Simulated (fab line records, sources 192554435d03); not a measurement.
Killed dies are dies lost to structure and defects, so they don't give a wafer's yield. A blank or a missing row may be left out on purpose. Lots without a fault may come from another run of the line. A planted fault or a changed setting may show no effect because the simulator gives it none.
Which tool did it? | flow n5_finfet | 10 lots, 29 wafers sampled, at 5 steps of a route of 1938

WHAT THE GAUGES READ, wafer by wafer
N5_BEOL_M0_RS_MEAS_126: measures by four-point-probe.
lot  | measured     | on            | M0_RS (ohm/sq)
L340 | day 6 16:00  | film_metro-01 | 0.539 0.545 0.545
L341 | day 6 22:08  | film_metro-02 | 0.563 0.571 0.524
L342 | day 7 03:38  | film_metro-01 | 0.513 0.525 0.517
L345 | day 7 20:08  | film_metro-02 | 0.569 0.559 0.535
L347 | day 8 11:19  | film_metro-02 | 0.549 0.536 0.524
L348 | day 9 03:04  | film_metro-02 | 0.531 0.520 0.546
L349 | day 9 08:13  | film_metro-02 | 0.513 0.523 0.527
L351 | day 9 14:34  | film_metro-01 | 0.523 0.526 0.521
L358 | day 11 05:34 | film_metro-02 | 0.790 0.539 0.536
L360 | day 11 18:30 | film_metro-01 | 0.532 0.769

WHICH TOOL RAN EACH LOT (tool, then ch and the chambers of the sampled wafers, then the start)
lot  | N5_BEOL_M0_SAQP_ILD_DEP_01     | N5_BEOL_M0_SPUTTER_132       | N5_BEOL_M0_ANNEAL_133        | N5_BEOL_M0_ANNEAL_119
L340 | pecvd-02 ch 0,2, day 6 00:47   | pvd_sputter-03, day 6 14:33  | pvd_sputter-03, day 6 14:38  | rtp_anneal-01 ch 0, day 6 14:59
L341 | pecvd-01 ch 1,2, day 6 08:01   | pvd_sputter-01, day 6 20:50  | pvd_sputter-01, day 6 20:55  | rtp_anneal-01 ch 0, day 6 21:17
L342 | pecvd-04 ch 0,1,2, day 6 16:01 | pvd_sputter-03, day 7 02:11  | pvd_sputter-03, day 7 02:16  | rtp_anneal-02 ch 0, day 7 02:40
L345 | pecvd-01 ch 0,1, day 7 05:17   | pvd_sputter-02, day 7 18:50  | pvd_sputter-02, day 7 18:55  | rtp_anneal-02 ch 0, day 7 19:16
L347 | pecvd-04 ch 0,1, day 7 19:33   | pvd_sputter-03, day 8 07:40  | pvd_sputter-03, day 8 07:45  | rtp_anneal-01 ch 0, day 8 08:22
L348 | pecvd-04 ch 0,1, day 8 08:35   | pvd_sputter-03, day 9 01:46  | pvd_sputter-03, day 9 01:51  | rtp_anneal-02 ch 0, day 9 02:17
L349 | pecvd-04 ch 0,1,2, day 8 21:10 | pvd_sputter-01, day 9 06:55  | pvd_sputter-01, day 9 07:00  | rtp_anneal-02 ch 0, day 9 07:29
L351 | pecvd-01 ch 0,1, day 9 03:10   | pvd_sputter-02, day 9 13:15  | pvd_sputter-02, day 9 13:20  | rtp_anneal-01 ch 0, day 9 13:41
L358 | pecvd-01 ch 0,1, day 10 15:01  | pvd_sputter-03, day 11 03:31 | pvd_sputter-03, day 11 03:35 | rtp_anneal-01 ch 0, day 11 04:45
L360 | pecvd-01 ch 0,1, day 11 03:44  | pvd_sputter-01, day 11 17:07 | pvd_sputter-01, day 11 17:11 | rtp_anneal-01 ch 0, day 11 17:44
- N5_BEOL_M0_SAQP_ILD_DEP_01: deposits SiOC from DEMS/O2, target thk 45.419 nm, time 8.7 s.
- N5_BEOL_M0_SPUTTER_132: material Cu, target thk 4 nm, time 7.37 s.
- N5_BEOL_M0_ANNEAL_133: time 60 s.
- N5_BEOL_M0_ANNEAL_119: time 90 s.

THE ANSWER, worked out from the rows above alone
Rule: what is usual is taken from the lots themselves. Put in order of their means at a reading, lots are off if they are a third of the lots or fewer, leave a main group of 4 or more, and stand apart from it by a gap of 3 or more times the standard deviation of the main group's means; of several such gaps the widest counts. A main group whose means are all the same, to the digits that the tables above print for the reading, isn't used. A lot without any number at a reading at which 4 lots or more have one is off too. The other lots that the step has rows for count as sound.
Off: L358, L360, at N5_BEOL_M0_RS_MEAS_126 (M0_RS). The main group: mean 0.535 ohm/sq, standard deviation 0.013.
A tool fits if, at a process step before that reading, it ran every lot that is off, and no sound lot after the first of them. The gauges at N5_BEOL_M0_RS_MEAS_126 are tried like those tools. Can't be told from this: 2 tools fit, pecvd-01 at N5_BEOL_M0_SAQP_ILD_DEP_01, rtp_anneal-01 at N5_BEOL_M0_ANNEAL_119.

WHAT THE SIMULATOR HAD PUT IN
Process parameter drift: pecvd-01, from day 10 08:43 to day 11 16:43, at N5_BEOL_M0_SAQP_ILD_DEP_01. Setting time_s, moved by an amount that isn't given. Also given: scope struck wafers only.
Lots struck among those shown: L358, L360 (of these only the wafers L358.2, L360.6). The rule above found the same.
